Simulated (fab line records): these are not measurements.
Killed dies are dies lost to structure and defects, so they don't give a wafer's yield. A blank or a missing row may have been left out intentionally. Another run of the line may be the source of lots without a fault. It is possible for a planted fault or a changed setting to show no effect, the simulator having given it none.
Problem report in the 8D (eight disciplines) form, filled by code    flow n5_finfet    the parts of the form that need people (team, actions taken, sign-off) are left out

== 1. WHAT WENT WRONG ==
N5_BEOL_M10_OCD_MEAS_38, trench_depth_nm: mean 135.9 nm over 1 wafer from 1 lot; wafers with no fault: 149.2 nm, standard deviation 2. Relative to the usual mean, that is a shift of -6.6 standard deviations.
The first sign was on wafer L916.2 at day 12 16:19, on ocd-02. Wafers with a number at this step in the record: 18, from 6 lots. Rule for "out" (also "out of limits"): further than 4 standard deviations from the usual mean. The rest of the wafers with a number are treated as sound.

== 2. WHAT IT IS, WHAT IT ISN'T ==
question                     is                 is not
which readings at this step  trench_depth_nm    -
which lots                   L916               L917, L921, L923, L925, L927
which wafers of those lots   L916.2             L916.3, L916.5
read on which gauges         ocd-02             ocd-01
when                         from day 12 16:19  up to then (2 sound wafers); but 15 sound wafers of L917, L921, L923, L925, L927 came after

== 3. SUSPECTS, AND WHAT RULES EACH OUT ==
Counting: a tool at a process step up to the reading stays a suspect if it ran every lot that is out. Sound lots after the first of them don't rule it out here, since some wafers of a struck lot are sound.
- the gauge at N5_BEOL_M10_OCD_MEAS_38: ruled out. All the wafers that are out were read on ocd-02, but those of them that N5_BEOL_M10_TRENCH_ETCH_37 has rows for are out there too, on other tools.
- rie_diel-05 at N5_BEOL_M10_ETCH_62 (etches SOC in N2/H2, target depth 110 nm, overetch 22 nm, time 165 s): kept. It ran the lot that is out, L916 (day 12 14:50).
- rie_diel-06 at N5_BEOL_M10_ETCH_65 (etches SiARC in CF4, target depth 39 nm, time 65 s): kept. It ran the lot that is out, L916 (day 12 15:51).
- rie_diel-06 at N5_BEOL_M10_VIA_ETCH_34 (etches SiCOH lowk in C4F6/O2, target depth 184.5 nm, time 69.2 s): kept. It ran the lot that is out, L916 (day 12 16:02).
- rie_diel-06 at N5_BEOL_M10_TRENCH_ETCH_37 (etches SiCOH lowk in C4F6/O2, target depth 148.83 nm, time 48 s): kept. It ran the lot that is out, L916 (day 12 16:08). Its own run_length_s readings are out on those wafers.
- In rie_diel-05 at N5_BEOL_M10_ETCH_62, the wafers that are out were processed in chamber 2 and their sound lot-mates in chambers 0, 3.
- Within rie_diel-06 at N5_BEOL_M10_ETCH_65, the wafers that are out were processed in chamber 2 and their sound lot-mates in chamber 0.
- Within rie_diel-06 at N5_BEOL_M10_VIA_ETCH_34, the wafers that are out were processed in chamber 2 and their sound lot-mates in chamber 0.
- Within rie_diel-06 at N5_BEOL_M10_TRENCH_ETCH_37, the wafers that are out were processed in chamber 2 and their sound lot-mates in chamber 0.
Left after counting: rie_diel-05 at N5_BEOL_M10_ETCH_62, rie_diel-06 at N5_BEOL_M10_ETCH_65, rie_diel-06 at N5_BEOL_M10_VIA_ETCH_34, rie_diel-06 at N5_BEOL_M10_TRENCH_ETCH_37.

== 4. THE CAUSE (what the simulator had put in) ==
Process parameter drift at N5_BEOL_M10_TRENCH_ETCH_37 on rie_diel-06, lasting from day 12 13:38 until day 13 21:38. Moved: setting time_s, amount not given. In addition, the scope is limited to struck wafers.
4 suspects survive the count, and this tool is in that group.

== 5. SEQUENCE OF EFFECTS, ordered by route ==
Rows list readings where the struck wafers' mean (over those with a number) sits beyond 3 standard deviations from the usual. Only readings for which the record gives a usual standard deviation are gone through. hours: the time from each lot's start at the first step in this table that gives one to its start at this step, as a median over the lots. sigmas: the change in usual standard deviations.
hours  step                        reading            usual          on struck wafers  change   sigmas
0      N5_BEOL_M10_TRENCH_ETCH_37  run_length_s       71.3 s         66.5              -4.8     -15
0      N5_BEOL_M10_OCD_MEAS_38     trench_depth_nm    149.2 nm       135.9             -13.3    -6.6
3      N5_BEOL_M10_THK_MEAS_53     M10_THK            140.2 nm       128.1             -12.1    -5.0
4      N5_BEOL_M10_RS_MEAS_57      M10_RS             0.1502 ohm/sq  0.1662            +0.0160  +5.7
42     N5_BEOL_M15_RC_MEAS_101     SERP_M10           3.03 ohm/um    3.36              +0.33    +4.7
42     N5_BEOL_M15_RC_MEAS_101     SERP_M10_max_site  3.12 ohm/um    3.45              +0.33    +4.1
Here are the process steps it includes:
- N5_BEOL_M10_TRENCH_ETCH_37: etches SiCOH lowk in C4F6/O2, target depth 148.83 nm, time 48 s.
Readings that are blank on the struck wafers while sound wafers have them: bias_w at N5_BEOL_M10_TRENCH_ETCH_37.

== 6. WHAT WOULD HAVE CAUGHT IT SOONER ==
Counted from the fault's start at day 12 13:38, it took 3 hours until the first out-of-limits reading at a measuring or inspecting step in this record, taken at day 12 16:19.
The tool's own readings at N5_BEOL_M10_TRENCH_ETCH_37 were out on every struck wafer that the step has a row for (run_length_s): an alarm limit on them would have fired on the first of those.
By day 12 16:19 the whole set of lots that are out, 1 in number, had already begun N5_BEOL_M10_TRENCH_ETCH_37 on rie_diel-06. None of them would have been spared by holding the tool at that moment.
